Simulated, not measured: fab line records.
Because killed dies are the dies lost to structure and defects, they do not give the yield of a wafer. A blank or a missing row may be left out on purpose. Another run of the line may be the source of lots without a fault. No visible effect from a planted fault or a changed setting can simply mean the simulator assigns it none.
Split-lot experiment    flow n5_finfet    route with 1938 steps; 7 lots, 21 wafers read

ON THE SPLIT
At N5_BEOL_M14_COAT_65 (time 60 s, resist thk 450 nm), the setting spin_rpm was moved away from the recipe's 1500 rpm on 7 of the 21 wafers read, by -11.1% to +4.1%. This setting was run at the recipe's value on the other wafers.

The reading is taken at the split's own step.

THE READING
SOC_of_BEOL_M14_COAT_65.thk_nm (the simulator's own value, which no gauge read), in nm, at N5_BEOL_M14_COAT_65 (time 60 s, resist thk 450 nm). No usual value for it is given in the file. Average 448.8 nm, standard deviation 1.3 nm, over the 14 wafers here run with the recipe.

wafer   tool, chamber at the split  spin_rpm as run, rpm  against the recipe  SOC_of_BEOL_M14_COAT_65.thk_nm, nm  against lot-mates on the recipe
L074.1  litho_track-03, 0           1500                  recipe              447.6                               -
L074.2  litho_track-03, 0           1500                  recipe              448.2                               -
L074.3  litho_track-03, 0           1500                  recipe              448                                 -
L076.1  litho_track-03, 0           1500                  recipe              449                                 -
L076.2  litho_track-03, 0           1500                  recipe              450.2                               -
L076.4  litho_track-03, 0           1500                  recipe              448.6                               -
L078.2  litho_track-03, 0           1500                  recipe              448.6                               -
L078.3  litho_track-03, 0           1500                  recipe              451.2                               -
L078.6  litho_track-03, 0           1404                  -6.4%               465.6                               +15.7
L082.1  litho_track-01, 0           1561                  +4.1%               442                                 -7.8
L082.3  litho_track-01, 0           1561                  +4.1%               442.4                               -7.4
L082.4  litho_track-01, 0           1500                  recipe              449.8                               -
L084.2  litho_track-01, 0           1500                  recipe              446.8                               -
L084.3  litho_track-01, 0           1500                  recipe              447.6                               -
L084.5  litho_track-01, 0           1500                  recipe              448.4                               -
L087.3  litho_track-03, 0           1333                  -11.1%              473.8                               +25.8
L087.4  litho_track-03, 0           1500                  recipe              448                                 -
L087.5  litho_track-03, 0           1333                  -11.1%              475.8                               +27.8
L095.2  litho_track-01, 0           1549                  +3.3%               442.6                               -8.4
L095.4  litho_track-01, 0           1500                  recipe              451                                 -
L095.5  litho_track-01, 0           1549                  +3.3%               443                                 -8.0

FIT RESULTS
A straight line over all 21 wafers: SOC_of_BEOL_M14_COAT_65.thk_nm changes by -2.25 nm for each +1% of spin_rpm; r = -0.99; the points scatter about the line by 1.5 nm.
The same after taking each lot's own level away (the mean of its wafers on the recipe; 21 wafers): -2.36 nm for each +1%; r = -1.00; scatter 0.94 nm.
That fit puts the effect of the largest move of spin_rpm on the reading at 26 nm.
The lots' own levels span 447.60 to 451.00 nm, that is 2.7 times the standard deviation above.
Hence the lot-to-lot level has little effect on the slope; both slopes agree.
Check: with one of the wafers moved furthest among these (-11.1%) left out of the fit, the line predicts +26.9 nm for it against its lot-mates. It came out at +25.8 nm against them.

THE OTHER SPLITS THESE WAFERS WENT THROUGH
Other splits were also applied to these wafers ahead of the reading. Each is held against what the fit with the lots' levels taken away leaves over:
other split on the same wafers     wafers away from the commonest value  r with SOC_of_BEOL_M14_COAT_65.thk_nm (lot level and that fit taken away)
N5_BEOL_M11_DESCUM_16 time_s       12                                    +0.06
N5_BEOL_M12_TRENCH_ETCH_34 time_s  7                                     +0.31
N5_BEOL_M12_SPUTTER_45 time_s      8                                     -0.26
N5_BEOL_M13_TRENCH_ETCH_34 time_s  9                                     -0.35
N5_BEOL_M13_SPUTTER_43 power_w     5                                     -0.20

THE FILE'S OWN FIT
SOC_of_BEOL_M14_COAT_65.thk_nm changes by -2.38 nm for each +1% of spin_rpm, r = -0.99.
